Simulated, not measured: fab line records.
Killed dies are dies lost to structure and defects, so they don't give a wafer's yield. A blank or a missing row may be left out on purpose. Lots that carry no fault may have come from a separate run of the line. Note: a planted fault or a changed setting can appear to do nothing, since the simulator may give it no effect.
fab line records	flow n5-finfet
record: lots: 7	wafers: 21	last-day: 17
route steps=1938 shown MIM_TOP_LITHO@1846 MIM_TOP_ETCH@1851 MIM_BOT_LITHO@1854
lots that met no fault: from a run of the same line without faults
start-h: start of the lot's first displayed wafer, in hours after the record's first day	wait-h: hours elapsed since this lot's preceding step	" identical to the entry in the row above	L1.1+2: one row covering several wafers at once	- no value present, or no start provided	* or withheld: withheld	< > ~ a bound
route shown NAME@n: names a module that has steps shown in the file, with the first one's number in the route	usual: the fault-free wafers' mean and standard deviation	same: alike in all rows	chamber/n: place in a boat	sites: per-site readings	_std_site: the standard deviation of these	_edge_site: outer sites' mean less inner sites'	radius-mm: how far each site lies from the wafer's centre	mask NAME#n: copy n	behind: the most recent tool/chamber to have shaped the wafer	hold: the reason the lot was held/the length of the hold in hours/how it ended	device: names the non-switching transistor (n, p or np)	end of line: the tests these same wafers got at the end of their route	for a step that has no rows: nothing shown but its recipe	killed: the dies lost at the first sort to structure and to defects; this is not the yield of the wafer	map: the dies of a wafer, with x for killed, . for not killed, _ for no die there
set.NAME: the setting that was run; set.NAME@STEP: the one run at that earlier step	model.NAME: the simulator's own value behind a step, which no gauge read
certain route steps with their lots: each step a table, each wafer a row
services: a tool's chamber out of use, with start hour (start-h, from the record's first day; less than 0 if before it), hours out, and reason
== steps ==
step: N5_MIM_TOP_LITHO_HARDBAKE_09
recipe: temp-c: 130	time-s: 120
step: N5_MIM_TOP_LITHO_CD_MEAS_08
recipe: target-cd-nm: 2000	landing-energy-ev: 500	detector: se-inlens
usual: cd-nm: 2000.3/2
lot.wafer	tool	chamber	start-h	wait-h	cd-nm
L652.2	cd-sem-03	0	317.28	-	2002.4
L652.4	"	0	"	"	2001.1
L652.5	"	0	"	"	2000.9
L650.1	cd-sem-03	0	319.22	-	2002.0
L650.3	"	0	"	"	2000.5
L650.6	"	0	"	"	2002.2
L654.1	cd-sem-02	0	356.38	-	2000.1
L654.3	"	0	"	"	2001.8
L654.5	"	0	"	"	2000.0
L659.1	cd-sem-02	0	356.80	-	2004.4
L659.2	"	0	"	"	2005.0
L659.3	"	0	"	"	2003.8
L657.4	cd-sem-02	0	363.60	-	1995.3
L657.5	"	0	"	"	1998.0
L657.6	"	0	"	"	1997.4
L665.1	cd-sem-01	0	406.24	-	2001.6
L665.3	"	0	"	"	2002.8
L665.6	"	0	"	"	1998.6
L667.1	cd-sem-01	0	406.80	-	2000.8
L667.4	"	0	"	"	2001.9
L667.6	"	0	"	"	2002.5
step: N5_MIM_TOP_LITHO_OVL_MEAS_11
recipe: points-per-wafer: 44
usual: MIM_TOP_OVL: -8/5.7
lot.wafer	tool	chamber	start-h	wait-h	MIM_TOP_OVL[nm]
L652.2	overlay-02	0	317.31	0.0	-5
L652.4	"	0	"	"	-7
L652.5	"	0	"	"	-3
L650.1	overlay-02	0	319.25	0.0	-18
L650.3	"	0	"	"	-15
L650.6	"	0	"	"	-18
L654.1	overlay-01	0	356.41	0.0	1
L654.3	"	0	"	"	-5
L654.5	"	0	"	"	-8
L659.1	overlay-02	0	356.83	0.0	1
L659.2	"	0	"	"	-1
L659.3	"	0	"	"	2
L657.4	overlay-01	0	363.63	0.0	-8
L657.5	"	0	"	"	-14
L657.6	"	0	"	"	-9
L665.1	overlay-01	0	406.27	0.0	-9
L665.3	"	0	"	"	-12
L665.6	"	0	"	"	-5
L667.1	overlay-02	0	406.83	0.0	-12
L667.4	"	0	"	"	-7
L667.6	"	0	"	"	-12
step: N5_MIM_TOP_LITHO_INSPECT_12
recipe: mode: adi	inspect-instrument: macro
usual: raw-defect-count: 2.1/1.5
lot.wafer	tool	chamber	start-h	wait-h	raw-defect-count
L652.2	defect-inspect-02	-	317.34	0.0	2
L652.4	"	-	"	"	2
L652.5	"	-	"	"	2
L650.1	defect-inspect-01	-	319.27	0.0	2
L650.3	"	-	"	"	3
L650.6	"	-	"	"	1
L654.1	defect-inspect-01	-	356.44	0.0	2
L654.3	"	-	"	"	4
L654.5	"	-	"	"	2
L659.1	defect-inspect-01	-	356.85	0.0	2
L659.2	"	-	"	"	1
L659.3	"	-	"	"	5
L657.4	defect-inspect-02	-	363.66	0.0	1
L657.5	"	-	"	"	3
L657.6	"	-	"	"	2
L665.1	defect-inspect-01	-	406.29	0.0	4
L665.3	"	-	"	"	0
L665.6	"	-	"	"	1
L667.1	defect-inspect-02	-	406.85	0.0	1
L667.4	"	-	"	"	2
L667.6	"	-	"	"	2
step: N5_MIM_TOP_LITHO_DESCUM_10
recipe: chemistry: O2	time-s: 7.9	source-power-w: 50	bias-power-w: 20	pressure-mtorr: 20	rf-frequency-hz: 2.712e+07	temp-c: 40	o2-flow-sccm: 225
usual: chamber-pressure-mTorr: 19.998/0.018	drypump-motor-current-A: 5.6/0.41	oes-product-au: 0.82/0.065	rf-vpp-V: 243.4/1.4	showerhead-plenum-p-Torr: 2.11/0.065	throttle-valve-pct: 20.46/0.19
lot.wafer	tool	chamber	start-h	wait-h	chamber-pressure-mTorr	drypump-motor-current-A	oes-product-au	rf-hours-counter-h	rf-vpp-V	showerhead-plenum-p-Torr	throttle-valve-pct
L652.2	rie-diel-06	1	317.37	0.0	20.020	6.1	0.98	3	244.3	2.22	20.09
L652.4	"	0	"	"	20.005	5.3	0.71	208	241.1	2.07	20.70
L652.5	"	1	"	"	20.009	6.2	0.98	-	245.1	2.22	20.09
L650.1	rie-diel-06	1	319.31	0.0	19.981	6.1	0.98	3	246.0	2.22	20.10
L650.3	"	2	"	"	20.026	5.3	0.80	104	244.9	2.20	20.34
L650.6	"	2	"	"	19.988	5.3	0.80	-	245.0	2.20	20.33
L654.1	rie-diel-06	1	356.47	0.0	19.997	6.1	0.93	16	245.3	2.21	20.13
L654.3	"	0	"	"	19.995	5.3	0.70	222	242.0	2.07	20.73
L654.5	"	0	"	"	19.979	5.4	0.69	-	241.2	2.07	20.73
L659.1	rie-diel-05	1	357.03	0.2	19.996	5.8	0.82	96	241.1	2.01	20.55
L659.2	"	3	"	"	20.008	6.3	0.84	49	245.1	2.11	20.29
L659.3	"	2	"	"	19.968	5.8	0.80	108	241.7	2.03	20.71
L657.4	rie-diel-06	3	363.78	0.1	19.995	5.1	0.85	57	243.3	2.14	20.54
L657.5	"	1	"	"	20.004	6.2	0.94	-	245.4	2.21	20.10
L657.6	"	0	"	"	19.985	5.3	0.70	-	243.8	2.07	20.73
L665.1	rie-diel-05	1	406.33	0.0	19.998	5.9	0.80	117	242.3	2.00	20.58
L665.3	"	3	"	"	20.023	6.3	0.82	69	242.6	2.11	20.31
L665.6	"	2	"	"	20.013	5.8	0.77	-	243.4	2.02	20.74
L667.1	rie-diel-05	2	407.09	0.2	19.998	5.7	0.78	129	242.6	2.02	20.74
L667.4	"	1	"	"	19.988	5.9	0.80	118	240.9	2.00	20.57
L667.6	"	3	"	"	19.993	6.3	0.81	-	242.9	2.11	20.30
step: N5_MIM_TOP_ETCH_ETCH_00
recipe: chemistry: Cl2/BCl3	target: TiN	target-depth-a: 385	ion-energy-ev: 150	pressure-mtorr: 10	icp-w: 1000	bias-w: 126	Cl2_flow_sccm: 53.25	bcl3-flow-sccm: 21.75	Ar_flow_sccm: 25
usual: chamber-pressure-mTorr: 10.001/0.0091	drypump-motor-current-A: 6.0/0.48	oes_ar_750_au: 0.79/0.067	oes-product-au: 0.79/0.072	throttle-valve-pct: 22.70/0.3
lot.wafer	tool	chamber	start-h	wait-h	chamber-pressure-mTorr	drypump-motor-current-A	oes_ar_750_au	oes-product-au	rf-hours-counter-h	throttle-valve-pct
L652.2	rie-metal-01	1	317.46	0.1	10.004	6.3	0.96	0.93	9	21.97
L652.4	"	0	"	"	9.988	4.7	0.84	0.86	-	22.75
L652.5	"	0	"	"	9.985	4.7	0.83	0.85	-	22.74
L650.1	rie-metal-02	1	319.40	0.1	9.997	6.0	0.76	0.75	49	23.14
L650.3	"	0	"	"	10.010	5.6	0.71	0.70	-	22.63
L650.6	"	0	"	"	9.995	5.6	0.71	0.70	-	22.61
L654.1	rie-metal-01	0	356.56	0.1	10.003	4.7	0.82	0.84	23	22.75
L654.3	"	0	"	"	10.008	4.7	0.83	0.84	-	22.74
L654.5	"	0	"	"	10.015	4.7	0.83	0.84	-	22.76
L659.1	rie-metal-01	0	357.11	0.1	10.007	4.7	0.82	0.85	23	22.75
L659.2	"	1	"	"	9.998	6.3	0.94	0.92	13	21.97
L659.3	"	0	"	"	10.008	4.7	0.82	0.84	-	22.77
L657.4	rie-metal-02	1	363.91	0.1	10.006	6.0	0.75	0.73	-	23.15
L657.5	"	0	"	"	9.990	5.6	0.70	0.70	-	22.62
L657.6	"	1	"	"	9.986	6.0	0.76	0.74	-	23.15
L665.1	rie-metal-03	1	406.41	0.1	10.011	6.3	0.78	0.78	40	22.67
L665.3	"	1	"	"	10.008	6.3	0.77	0.78	-	22.68
L665.6	"	1	"	"	10.003	6.4	0.78	0.77	-	22.66
L667.1	rie-metal-02	0	407.17	0.1	9.998	5.6	0.69	0.68	90	22.62
L667.4	"	1	"	"	10.018	6.0	0.74	0.73	-	23.18
L667.6	"	1	"	"	10.008	6.0	0.74	0.73	-	23.15
step: N5_MIM_TOP_ETCH_STRIP_01
recipe: chemistry: O2	power-w: 600	temp-c: 60	pressure-mtorr: 30	rf-frequency-hz: 6e+07	bias-power-w: 0	overash-fraction: 0.5	o2-flow-sccm: 225
usual: chamber-pressure-mTorr: 30.00/0.07	drypump-motor-current-A: 5.7/0.4	oes-product-au: 0.79/0.083	rf-vpp-V: 3.8/1.3	showerhead-plenum-p-Torr: 2.07/0.076	throttle-valve-pct: 16.71/0.27
lot.wafer	tool	chamber	start-h	wait-h	chamber-pressure-mTorr	drypump-motor-current-A	oes-product-au	rf-hours-counter-h	rf-vpp-V	showerhead-plenum-p-Torr	throttle-valve-pct
L652.2	rie-diel-03	3	317.60	0.1	30.07	6.2	0.79	143	6.1	2.18	16.75
L652.4	"	0	"	"	29.99	5.4	0.70	223	4.3	2.09	17.23
L652.5	"	0	"	"	30.02	5.4	0.70	-	3.8	2.09	17.23
L650.1	rie-diel-02	2	319.55	0.1	30.05	5.8	0.96	12	1.7	2.04	16.21
L650.3	"	3	"	"	30.08	5.5	0.70	205	2.7	2.09	16.88
L650.6	"	3	"	"	29.99	5.5	0.70	-	6.0	2.09	16.83
L654.1	rie-diel-04	0	356.70	0.1	30.05	6.4	0.71	168	5.8	1.92	16.87
L654.3	"	1	"	"	29.98	6.2	0.75	152	3.6	2.08	16.60
L654.5	"	0	"	"	29.90	6.4	0.72	-	5.7	1.92	16.87
L659.1	rie-diel-04	3	357.26	0.1	29.94	6.0	0.86	60	5.9	2.04	16.64
L659.2	"	0	"	"	29.91	6.3	0.73	168	5.4	1.92	16.83
L659.3	"	1	"	"	29.80	6.2	0.74	152	3.0	2.08	16.56
L657.4	rie-diel-02	2	364.02	0.1	29.94	5.8	0.93	24	3.7	2.04	16.23
L657.5	"	3	"	"	30.03	5.5	0.69	-	5.0	2.08	16.87
L657.6	"	2	"	"	29.94	5.8	0.93	-	3.0	2.04	16.20
L665.1	rie-diel-02	2	406.55	0.1	29.99	5.8	0.90	38	4.3	2.03	16.25
L665.3	"	3	"	"	30.02	5.5	0.67	230	3.4	2.08	16.93
L665.6	"	1	"	"	30.04	5.2	0.80	-	3.5	2.03	16.43
L667.1	rie-diel-04	3	407.31	0.1	30.02	6.0	0.83	74	4.4	2.04	16.64
L667.4	"	1	"	"	29.88	6.2	0.74	167	3.4	2.07	16.59
L667.6	"	1	"	"	29.92	6.2	0.74	-	1.8	2.07	16.60
step: N5_MIM_TOP_ETCH_PECVD_03
recipe: material: SiNx	target-thk-a: 200	temp-c: 400	precursor: SiH4/NH3/N2	pressure-torr: 1.5	rf-w: 300	time-s: 17.6
usual: heater-power-w: 772/77	showerhead-plenum-p-Torr: 5.12/0.076	throttle-valve-pct: 39.3/2.4
lot.wafer	tool	chamber	start-h	wait-h	heater-power-w	showerhead-plenum-p-Torr	throttle-valve-pct
L652.2	pecvd-01	1	317.66	-	712	5.01	43.1
L652.4	"	1	"	"	727	4.99	43.2
L652.5	"	0	"	"	858	5.10	38.2
L650.1	pecvd-01	2	319.61	-	813	5.06	38.1
L650.3	"	0	"	"	805	5.11	38.1
L650.6	"	1	"	"	765	5.01	43.2
L654.1	pecvd-01	0	356.76	-	861	5.10	38.4
L654.3	"	1	"	"	674	5.00	43.2
L654.5	"	0	"	"	860	5.10	38.6
L659.1	pecvd-01	2	357.32	-	843	5.05	38.0
L659.2	"	1	"	"	699	4.99	42.9
L659.3	"	0	"	"	796	5.11	38.6
L657.4	pecvd-04	1	364.10	-	855	5.26	39.4
L657.5	"	2	"	"	703	5.18	35.9
L657.6	"	0	"	"	851	5.14	41.1
L665.1	pecvd-04	2	406.62	-	683	5.17	36.1
L665.3	"	1	"	"	810	5.24	39.3
L665.6	"	1	"	"	815	5.26	39.3
L667.1	pecvd-01	0	407.38	-	862	5.10	38.5
L667.4	"	1	"	"	720	5.00	43.2
L667.6	"	0	"	"	834	5.11	38.7
step: N5_MIM_BOT_LITHO_HMDS_01
recipe: time-s: 60	temp-c: 120
step: N5_MIM_BOT_LITHO_COAT_02
recipe: spin-rpm: *	resist-thk-nm: *
step: N5_MIM_BOT_LITHO_EBR_04
recipe: solvent: PGMEA	ebr-width-mm: 1.5
step: N5_MIM_BOT_LITHO_SOFTBAKE_03
recipe: temp-c: 100	time-s: 90
step: N5_MIM_BOT_LITHO_EXPOSE_05
recipe: mask-id: MIM_BOT	na: 0.55	source-shape: conventional	sigma-outer: 0.8	polarization: unpolarized	dose-mj: 24.25
usual: exposure-dose-mJ-cm2: 24.255/0.023	focus-offset-nm: -0.1/0.57	na: 0.55/0
lot.wafer	tool	chamber	start-h	wait-h	mask	exposure-dose-mJ-cm2	focus-offset-nm	na
L652.2	krf-scanner-02	0	317.85	-	MIM_BOT#0	24.250	-0.2	0.55
L652.4	"	0	"	"	MIM_BOT#0	24.216	-0.6	0.55
L652.5	"	0	"	"	MIM_BOT#0	24.251	-0.5	0.55
L650.1	krf-scanner-02	0	319.79	-	MIM_BOT#0	24.233	-0.7	0.55
L650.3	"	0	"	"	MIM_BOT#0	24.287	-0.7	0.55
L650.6	"	0	"	"	MIM_BOT#0	24.264	-0.5	0.55
L654.1	krf-scanner-01	-	356.94	-	MIM_BOT#0	-	-	-
L654.3	"	-	"	"	MIM_BOT#0	-	-	-
L654.5	"	-	"	"	MIM_BOT#0	-	-	-
L659.1	krf-scanner-01	-	357.50	-	MIM_BOT#0	-	-	-
L659.2	"	-	"	"	MIM_BOT#0	-	-	-
L659.3	"	-	"	"	MIM_BOT#0	-	-	-
L657.4	krf-scanner-02	-	364.40	-	MIM_BOT#0	-	-	-
L657.5	"	-	"	"	MIM_BOT#0	-	-	-
L657.6	"	-	"	"	MIM_BOT#0	-	-	-
L665.1	krf-scanner-02	0	406.80	-	MIM_BOT#0	24.273	0.1	0.55
L665.3	"	0	"	"	MIM_BOT#0	24.260	-0.3	0.55
L665.6	"	0	"	"	MIM_BOT#0	24.256	-0.3	0.55
L667.1	krf-scanner-02	0	407.56	-	MIM_BOT#0	24.250	-0.1	0.55
L667.4	"	0	"	"	MIM_BOT#0	24.251	0.6	0.55
L667.6	"	0	"	"	MIM_BOT#0	24.257	0.3	0.55
step: N5_MIM_BOT_LITHO_PEB_06
recipe: peb-temp-c: withheld	peb-time-s: *
== services ==
tool	chamber	start-h	hours	kind
pecvd-04	2	296.36	2.1	scheduled-down
krf-scanner-01	-	300.56	1.0	pm
rie-diel-06	0	300.58	5.8	repair
krf-scanner-02	-	309.87	1.0	pm
krf-scanner-01	-	311.61	1.3	pm
krf-scanner-01	0	314.37	-	calibration
pecvd-01	0	320.34	2.1	scheduled-down
krf-scanner-01	-	320.53	0.3	repair
krf-scanner-02	0	324.82	-	calibration
rie-diel-03	3	325.77	3.3	repair
pecvd-04	-	326.25	2.8	pm
pecvd-04	2	329.76	6.5	repair
rie-metal-03	-	333.44	0.5	repair
rie-diel-06	-	348.84	2.8	pm
rie-diel-05	0	350.53	25.4	repair
krf-scanner-02	-	357.60	0.8	repair
pecvd-01	-	368.41	6.8	repair
pecvd-04	-	382.54	0.4	repair
krf-scanner-01	-	383.87	0.8	repair
krf-scanner-02	-	384.22	2.8	repair
rie-diel-03	0	401.16	-	clean
rie-diel-03	0	401.16	-	consumable-replace:focus-ring
rie-diel-03	0	401.16	20.1	scheduled-down
rie-diel-05	0	403.52	2.4	repair
== key ==
first-sign: step: N5_MIM_BOT_LITHO_EXPOSE_05	reading: tool-record	direction: missing
effect none on later readings
met-at N5_MIM_BOT_LITHO_EXPOSE_05
struck-wafers L654.1,L654.3,L654.5,L657.4,L657.5,L657.6,L659.1,L659.2,L659.3
later-rows-left-out L654.1,L654.3,L654.5,L657.4,L657.5,L657.6,L659.1,L659.2,L659.3
sort-left-out L654.1,L654.3,L654.5,L657.4,L657.5,L657.6,L659.1,L659.2,L659.3
onset-between 319.79 356.94
fault: kind: skipped-step-whole	tool: krf-scanner-01,krf-scanner-02	chamber: -	onset-h: 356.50	steps: N5_MIM_BOT_LITHO_EXPOSE_05	scope: struck-lots-only
sort-left-out: the simulated sort isn't trusted on such a fault, so these wafers' sort isn't shown, and their yield isn't known
later-rows-left-out: the simulator's readings of these wafers behind a module that went badly wrong aren't trusted and aren't shown, but for the sort
